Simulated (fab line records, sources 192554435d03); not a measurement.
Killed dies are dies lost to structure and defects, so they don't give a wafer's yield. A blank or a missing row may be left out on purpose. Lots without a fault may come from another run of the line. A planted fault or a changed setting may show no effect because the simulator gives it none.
Which tool did it? | flow n5_finfet | 24 lots, 72 wafers sampled, at 6 steps of a route of 1938

WHAT THE GAUGES READ, wafer by wafer
N5_BEOL_M7_OVL_MEAS_12.
lot  | measured     | on         | M7_OVL (nm)
L074 | day 8 19:00  | overlay-01 | -0.4 -0.5 0.7
L075 | day 9 03:29  | overlay-01 | 0.8 0.2 0.3
L076 | day 9 07:18  | overlay-01 | -0.7 -0.6 -0.8
L077 | day 9 18:40  | overlay-02 | 0.5 0.6 -0.5
L078 | day 9 20:31  | overlay-01 | 0.6 0.3 1.4
L080 | day 10 09:28 | overlay-01 | -0.1 0.1 -0.1
L079 | day 10 12:19 | overlay-02 | -0.6 0.1 0.1
L081 | day 10 16:28 | overlay-01 | -0.5 -0.9 -0.6
L082 | day 11 01:05 | overlay-01 | -0.5 0.1 -1.0
L083 | day 11 01:52 | overlay-02 | -0.1 0.5 1.1
L084 | day 12 00:11 | overlay-01 | -2.3 -0.6 -2.0
L086 | day 12 00:23 | overlay-01 | 1.3 0.6 -0.4
L087 | day 12 00:37 | overlay-01 | 0.9 1.6 1.0
L085 | day 12 04:15 | overlay-01 | 0.2 0.9 -0.1
L088 | day 12 08:53 | overlay-02 | -0.2 0.0 -0.1
L089 | day 13 03:02 | overlay-02 | -0.1 1.2 0.5
L091 | day 13 06:04 | overlay-01 | 0.1 0.3 0.5
L090 | day 13 06:13 | overlay-01 | 0.7 0.6 0.1
L092 | day 13 20:14 | overlay-02 | -1.9 -0.9 0.2
L095 | day 14 05:02 | overlay-02 | -0.1 -0.9 1.4
L093 | day 14 10:29 | overlay-02 | 0.9 0.7 0.6
L094 | day 14 13:44 | overlay-02 | -0.1 0.4 0.3
L097 | day 14 14:08 | overlay-01 | -1.0 -0.6 0.0
L096 | day 14 20:16 | overlay-01 | -0.5 -1.3 -0.6

N5_BEOL_M7_OVL_MEAS_29.
lot  | measured     | on         | V6_OVL (nm)
L074 | day 8 21:47  | overlay-02 | 0.4 0.5 0.4
L075 | day 9 06:43  | overlay-02 | -0.4 -0.2 -0.1
L076 | day 9 08:44  | overlay-02 | -0.8 0.2 -0.4
L077 | day 9 22:56  | overlay-02 | 1.4 -0.4 0.2
L078 | day 9 23:07  | overlay-01 | 0.3 -0.7 0.3
L080 | day 10 11:15 | overlay-01 | -0.6 0.0 0.1
L079 | day 10 13:23 | overlay-02 | 0.3 0.2 0.0
L081 | day 10 19:18 | overlay-01 | -0.3 0.0 -0.5
L082 | day 11 04:49 | overlay-01 | 0.7 0.1 -0.1
L083 | day 11 04:47 | overlay-01 | -0.3 -0.8 -1.0
L084 | day 12 01:15 | overlay-01 | -0.5 -0.5 0.0
L086 | day 12 03:59 | overlay-01 | 0.1 0.4 0.0
L087 | day 12 04:02 | overlay-02 | -1.3 -0.3 -0.1
L085 | day 12 07:28 | overlay-01 | 0.4 -0.4 0.3
L088 | day 12 10:35 | overlay-02 | -0.6 0.1 -0.1
L089 | day 13 04:43 | overlay-02 | -0.1 1.0 0.6
L091 | day 13 08:14 | overlay-01 | 0.8 -0.6 -1.0
L090 | day 13 08:24 | overlay-02 | -0.6 0.0 -0.4
L092 | day 14 00:44 | overlay-01 | 0.1 0.0 0.2
L095 | day 14 09:21 | overlay-02 | -0.9 0.2 0.0
L093 | day 14 12:04 | overlay-02 | 0.9 0.1 0.7
L094 | day 14 16:37 | overlay-01 | -1.1 -0.4 0.1
L097 | day 14 16:43 | overlay-02 | -0.4 0.6 -0.4
L096 | day 14 23:06 | overlay-01 | 0.6 1.3 1.4

WHICH TOOL RAN EACH LOT (tool, then ch and the chambers of the sampled wafers, then the start)
lot  | N5_BEOL_M6_STRIP_67                | N5_BEOL_M6_ANNEAL_51             | N5_BEOL_M7_CURE_74            | N5_BEOL_M7_STRIP_67
L074 | rie_diel-06 ch 0,1,3, day 8 11:29  | rtp_anneal-01 ch 0, day 8 15:59  | uv_cure-02 ch 1, day 8 16:52  | rie_diel-02 ch 1,3, day 8 19:18
L075 | rie_diel-03 ch 0,3, day 8 20:12    | rtp_anneal-01 ch 0, day 9 01:26  | uv_cure-02 ch 0, day 9 02:17  | rie_diel-02 ch 0,3, day 9 03:49
L076 | rie_diel-03 ch 0,1, day 8 23:41    | rtp_anneal-01 ch 0, day 9 03:53  | uv_cure-02 ch 1, day 9 04:46  | rie_diel-01 ch 0,1,2, day 9 07:36
L077 | rie_diel-03 ch 0,2,3, day 9 12:03  | rtp_anneal-01 ch 0, day 9 16:16  | uv_cure-02 ch 1, day 9 17:07  | rie_diel-05 ch 0,1,2, day 9 18:57
L078 | rie_diel-06 ch 0,1,2, day 9 12:59  | rtp_anneal-02 ch 0, day 9 17:36  | uv_cure-02 ch 1, day 9 18:45  | rie_diel-05 ch 1,2,3, day 9 20:49
L080 | rie_diel-03 ch 1,2, day 10 02:21   | rtp_anneal-02 ch 0, day 10 06:37 | uv_cure-03 ch 1, day 10 07:30 | rie_diel-02 ch 2,3, day 10 09:50
L079 | rie_diel-03 ch 1,3, day 10 03:49   | rtp_anneal-02 ch 0, day 10 08:25 | uv_cure-01 ch 1, day 10 09:24 | rie_diel-02 ch 1,2, day 10 12:36
L081 | rie_diel-06 ch 0,2,3, day 10 09:49 | rtp_anneal-01 ch 0, day 10 13:47 | uv_cure-01 ch 1, day 10 14:40 | rie_diel-01 ch 0,1,2, day 10 16:46
L082 | rie_diel-06 ch 0,1,2, day 10 17:38 | rtp_anneal-01 ch 0, day 10 22:23 | uv_cure-02 ch 1, day 10 23:39 | rie_diel-01 ch 0,1,3, day 11 01:23
L083 | rie_diel-04 ch 0,3, day 10 18:05   | rtp_anneal-02 ch 0, day 10 22:29 | uv_cure-01 ch 2, day 11 00:07 | rie_diel-02 ch 0,1,3, day 11 02:10
L084 | rie_diel-03 ch 0,2, day 11 12:20   | rtp_anneal-01 ch 0, day 11 19:22 | uv_cure-02 ch 1, day 11 20:29 | rie_diel-05 ch 0,1,3, day 12 00:29
L086 | rie_diel-03 ch 0,3, day 11 14:05   | rtp_anneal-02 ch 0, day 11 20:30 | uv_cure-03 ch 0, day 11 21:25 | rie_diel-05 ch 0,2,3, day 12 00:44
L087 | rie_diel-04 ch 1,3, day 11 16:06   | rtp_anneal-01 ch 0, day 11 21:20 | uv_cure-01 ch 1, day 11 22:19 | rie_diel-01 ch 0,1,3, day 12 01:07
L085 | rie_diel-03 ch 2,3, day 11 17:58   | rtp_anneal-02 ch 0, day 12 00:18 | uv_cure-01 ch 0, day 12 01:11 | rie_diel-02 ch 0,3, day 12 04:55
L088 | rie_diel-06 ch 0,3, day 12 00:44   | rtp_anneal-01 ch 0, day 12 06:28 | uv_cure-02 ch 1, day 12 07:26 | rie_diel-05 ch 0,1, day 12 09:41
L089 | rie_diel-06 ch 0,3, day 12 18:52   | rtp_anneal-01 ch 0, day 12 23:17 | uv_cure-01 ch 2, day 13 00:22 | rie_diel-02 ch 0,1,3, day 13 03:20
L091 | rie_diel-04 ch 0,2,3, day 12 22:13 | rtp_anneal-01 ch 0, day 13 02:44 | uv_cure-01 ch 1, day 13 03:40 | rie_diel-02 ch 1,2, day 13 06:22
L090 | rie_diel-06 ch 0,1,3, day 12 23:22 | rtp_anneal-01 ch 0, day 13 03:05 | uv_cure-03 ch 1, day 13 03:58 | rie_diel-05 ch 0,1,2, day 13 06:31
L092 | rie_diel-04 ch 2,3, day 13 13:06   | rtp_anneal-01 ch 0, day 13 16:17 | uv_cure-02 ch 1, day 13 17:16 | rie_diel-05 ch 1,2,3, day 13 20:32
L095 | rie_diel-06 ch 0,2,3, day 13 23:05 | rtp_anneal-01 ch 0, day 14 02:33 | uv_cure-02 ch 1, day 14 03:26 | rie_diel-05 ch 0,3, day 14 05:20
L093 | rie_diel-04 ch 0,2,3, day 14 02:16 | rtp_anneal-02 ch 0, day 14 06:08 | uv_cure-02 ch 2, day 14 06:59 | rie_diel-01 ch 0,3, day 14 10:52
L094 | rie_diel-06 ch 0,3, day 14 05:09   | rtp_anneal-02 ch 0, day 14 11:28 | uv_cure-03 ch 0, day 14 12:20 | rie_diel-01 ch 0,2,3, day 14 14:02
L097 | rie_diel-03 ch 1,2,3, day 14 05:19 | rtp_anneal-02 ch 0, day 14 12:03 | uv_cure-03 ch 1, day 14 12:58 | rie_diel-02 ch 0,1,2, day 14 14:28
L096 | rie_diel-03 ch 0,2, day 14 10:26   | rtp_anneal-02 ch 0, day 14 17:01 | uv_cure-02 ch 2, day 14 17:56 | rie_diel-05 ch 0,1,2, day 14 20:33
- N5_BEOL_M6_STRIP_67: strips in CF4.
- N5_BEOL_M6_ANNEAL_51: time 90 s.
- N5_BEOL_M7_CURE_74: cures SiCOH lowk, time 240 s.
- N5_BEOL_M7_STRIP_67: strips in CF4.

WHAT THE TOOLS THEMSELVES READ (means of the sampled wafers that have a number; where no wafer has one, the mark that the record gives instead)
N5_BEOL_M6_STRIP_67.
lot  | tool        | bias_power_w (W) | drypump_motor_current_A (A) | oes_product_au (a.u.) | rf_vpp_V (V) | showerhead_plenum_p_Torr (Torr) | throttle_valve_pct (%)
L074 | rie_diel-06 | 74.90            | 5.6                         | 0.87                  | 270.2        | 1.75                            | 13.52
L075 | rie_diel-03 | 74.75            | 6.0                         | 0.89                  | 273.3        | 1.87                            | 13.34
L076 | rie_diel-03 | 75.26            | 6.0                         | 0.75                  | 269.7        | 1.74                            | 13.80
L077 | rie_diel-03 | 75.03            | 5.5                         | 0.88                  | 271.5        | 1.82                            | 13.36
L078 | rie_diel-06 | 75.06            | 5.2                         | 0.79                  | 269.2        | 1.73                            | 13.68
L080 | rie_diel-03 | 74.80            | 6.0                         | 0.74                  | 270.6        | 1.72                            | 13.67
L079 | rie_diel-03 | 74.87            | 6.6                         | 0.74                  | 270.0        | 1.76                            | 13.68
L081 | rie_diel-06 | 75.04            | 5.7                         | 0.82                  | 269.8        | 1.74                            | 13.65
L082 | rie_diel-06 | 75.06            | 5.1                         | 0.78                  | 270.0        | 1.73                            | 13.70
L083 | rie_diel-04 | 74.73            | 5.6                         | 0.77                  | 269.7        | 1.74                            | 13.68
L084 | rie_diel-03 | 74.85            | 4.9                         | 0.85                  | 272.2        | 1.80                            | 13.52
L086 | rie_diel-03 | 74.96            | 5.5                         | 0.85                  | 272.5        | 1.84                            | 13.53
L087 | rie_diel-04 | 75.21            | 5.9                         | 0.82                  | 269.6        | 1.75                            | 13.54
L085 | rie_diel-03 | 74.85            | 5.4                         | 0.85                  | 270.9        | 1.80                            | 13.25
L088 | rie_diel-06 | 74.83            | 6.2                         | 0.87                  | 270.9        | 1.76                            | 13.54
L089 | rie_diel-06 | 74.92            | 6.2                         | 0.86                  | 269.8        | 1.75                            | 13.57
L091 | rie_diel-04 | 74.99            | 5.6                         | 0.82                  | 270.8        | 1.75                            | 13.63
L090 | rie_diel-06 | 75.00            | 5.6                         | 0.82                  | 269.9        | 1.74                            | 13.60
L092 | rie_diel-04 | 75.10            | 5.7                         | 0.83                  | 270.1        | 1.76                            | 13.67
L095 | rie_diel-06 | 75.20            | 5.7                         | 0.86                  | 271.6        | 1.80                            | 13.53
L093 | rie_diel-04 | 74.99            | 5.6                         | 0.80                  | 270.1        | 1.74                            | 13.65
L094 | rie_diel-06 | 74.96            | 6.2                         | 0.85                  | 271.3        | 1.75                            | 13.60
L097 | rie_diel-03 | 75.08            | 6.0                         | 0.86                  | 271.8        | 1.84                            | 13.33
L096 | rie_diel-03 | 74.95            | 4.9                         | 0.82                  | 270.4        | 1.79                            | 13.58

N5_BEOL_M6_ANNEAL_51.
lot  | tool          | wafer_temp_C_max
L074 | rtp_anneal-01 | 226.06
L075 | rtp_anneal-01 | 225.98
L076 | rtp_anneal-01 | 225.45
L077 | rtp_anneal-01 | 225.53
L078 | rtp_anneal-02 | 225.67
L080 | rtp_anneal-02 | 225.59
L079 | rtp_anneal-02 | 225.81
L081 | rtp_anneal-01 | 225.70
L082 | rtp_anneal-01 | 225.76
L083 | rtp_anneal-02 | 225.54
L084 | rtp_anneal-01 | 225.63
L086 | rtp_anneal-02 | 225.88
L087 | rtp_anneal-01 | 225.59
L085 | rtp_anneal-02 | 225.55
L088 | rtp_anneal-01 | 225.61
L089 | rtp_anneal-01 | 225.70
L091 | rtp_anneal-01 | 225.48
L090 | rtp_anneal-01 | 225.59
L092 | rtp_anneal-01 | 225.78
L095 | rtp_anneal-01 | 225.51
L093 | rtp_anneal-02 | 225.92
L094 | rtp_anneal-02 | 225.85
L097 | rtp_anneal-02 | 226.03
L096 | rtp_anneal-02 | 225.99

N5_BEOL_M7_CURE_74.
lot  | tool       | lamp_power_pct (%) | wafer_temp_C_max
L074 | uv_cure-02 | 52.31              | 386.1
L075 | uv_cure-02 | 52.32              | 386.9
L076 | uv_cure-02 | 52.30              | 386.0
L077 | uv_cure-02 | 52.29              | 386.4
L078 | uv_cure-02 | 52.28              | 386.1
L080 | uv_cure-03 | 52.30              | 387.1
L079 | uv_cure-01 | 52.37              | 386.1
L081 | uv_cure-01 | 52.34              | 386.2
L082 | uv_cure-02 | 52.34              | 386.3
L083 | uv_cure-01 | 52.31              | 387.7
L084 | uv_cure-02 | 52.30              | 386.5
L086 | uv_cure-03 | 52.33              | 387.7
L087 | uv_cure-01 | 52.30              | 386.1
L085 | uv_cure-01 | 52.33              | 387.5
L088 | uv_cure-02 | 52.26              | 386.2
L089 | uv_cure-01 | 52.36              | 387.2
L091 | uv_cure-01 | 52.31              | 385.8
L090 | uv_cure-03 | 52.33              | 386.7
L092 | uv_cure-02 | 52.35              | 386.5
L095 | uv_cure-02 | 52.29              | 386.1
L093 | uv_cure-02 | 52.32              | 386.6
L094 | uv_cure-03 | 52.35              | 387.1
L097 | uv_cure-03 | 52.28              | 387.2
L096 | uv_cure-02 | 52.31              | 386.7

N5_BEOL_M7_STRIP_67.
lot  | tool        | bias_power_w (W) | drypump_motor_current_A (A) | oes_product_au (a.u.) | rf_vpp_V (V) | showerhead_plenum_p_Torr (Torr) | throttle_valve_pct (%)
L074 | rie_diel-02 | 74.99            | 6.1                         | 0.72                  | 271.0        | 1.81                            | 13.69
L075 | rie_diel-02 | 74.87            | 5.8                         | 0.71                  | 269.9        | 1.74                            | 13.67
L076 | rie_diel-01 | 75.04            | 6.1                         | 0.80                  | 271.6        | 1.80                            | 13.69
L077 | rie_diel-05 | 75.02            | 5.7                         | 0.76                  | 270.7        | 1.81                            | 13.71
L078 | rie_diel-05 | 75.03            | 5.6                         | 0.71                  | 271.8        | 1.79                            | 13.75
L080 | rie_diel-02 | 74.95            | 5.6                         | 0.71                  | 270.8        | 1.73                            | 13.68
L079 | rie_diel-02 | 74.83            | 5.7                         | 0.71                  | 272.3        | 1.83                            | 13.67
L081 | rie_diel-01 | 75.23            | 6.1                         | 0.78                  | 270.9        | 1.80                            | 13.72
L082 | rie_diel-01 | 75.07            | 5.8                         | 0.78                  | 270.5        | 1.76                            | 13.65
L083 | rie_diel-02 | 75.01            | 5.9                         | 0.70                  | 269.6        | 1.79                            | 13.71
L084 | rie_diel-05 | 74.95            | 5.7                         | 0.74                  | 271.4        | 1.80                            | 13.76
L086 | rie_diel-05 | 74.92            | 5.7                         | 0.74                  | 271.5        | 1.84                            | 13.67
L087 | rie_diel-01 | 75.09            | 5.8                         | 0.77                  | 269.9        | 1.75                            | 13.67
L085 | rie_diel-02 | 74.92            | 5.8                         | 0.70                  | 269.9        | 1.73                            | 13.73
L088 | rie_diel-05 | 75.00            | 5.8                         | 0.77                  | 273.0        | 1.82                            | 13.74
L089 | rie_diel-02 | 75.17            | 6.0                         | 0.70                  | 271.5        | 1.78                            | 13.74
L091 | rie_diel-02 | 75.09            | 5.8                         | 0.70                  | 271.1        | 1.82                            | 13.71
L090 | rie_diel-05 | 74.66            | 5.7                         | 0.74                  | 271.2        | 1.80                            | 13.78
L092 | rie_diel-05 | 75.07            | 5.6                         | 0.79                  | 271.5        | 1.78                            | 13.62
L095 | rie_diel-05 | 74.93            | 5.8                         | 0.84                  | 273.1        | 1.85                            | 13.46
L093 | rie_diel-01 | 74.92            | 5.3                         | 0.71                  | 268.9        | 1.71                            | 13.78
L094 | rie_diel-01 | 75.05            | 5.6                         | 0.71                  | 270.0        | 1.76                            | 13.86
L097 | rie_diel-02 | 74.91            | 5.6                         | 0.70                  | 271.4        | 1.80                            | 13.69
L096 | rie_diel-05 | 74.87            | 5.7                         | 0.82                  | 271.6        | 1.80                            | 13.61

THE ANSWER, worked out from the rows above alone
Rule: what is usual is taken from the lots themselves. Put in order of their means at a reading, lots are off if they are a third of the lots or fewer, leave a main group of 4 or more, and stand apart from it by a gap of 3 or more times the standard deviation of the main group's means; of several such gaps the widest counts. A main group whose means are all the same, to the digits that the tables above print for the reading, isn't used. A lot without any number at a reading at which 4 lots or more have one is off too. The other lots that the step has rows for count as sound. The gauges are gone through in route order, then the tools' own readings, and for those a lot's mean is taken as printed above. The first step at which some lot is off is used, and at that step the reading that is off furthest; a lot without a number counts as furthest.
No lot is off at any reading shown: from this, nothing can be told.

WHAT THE SIMULATOR HAD PUT IN
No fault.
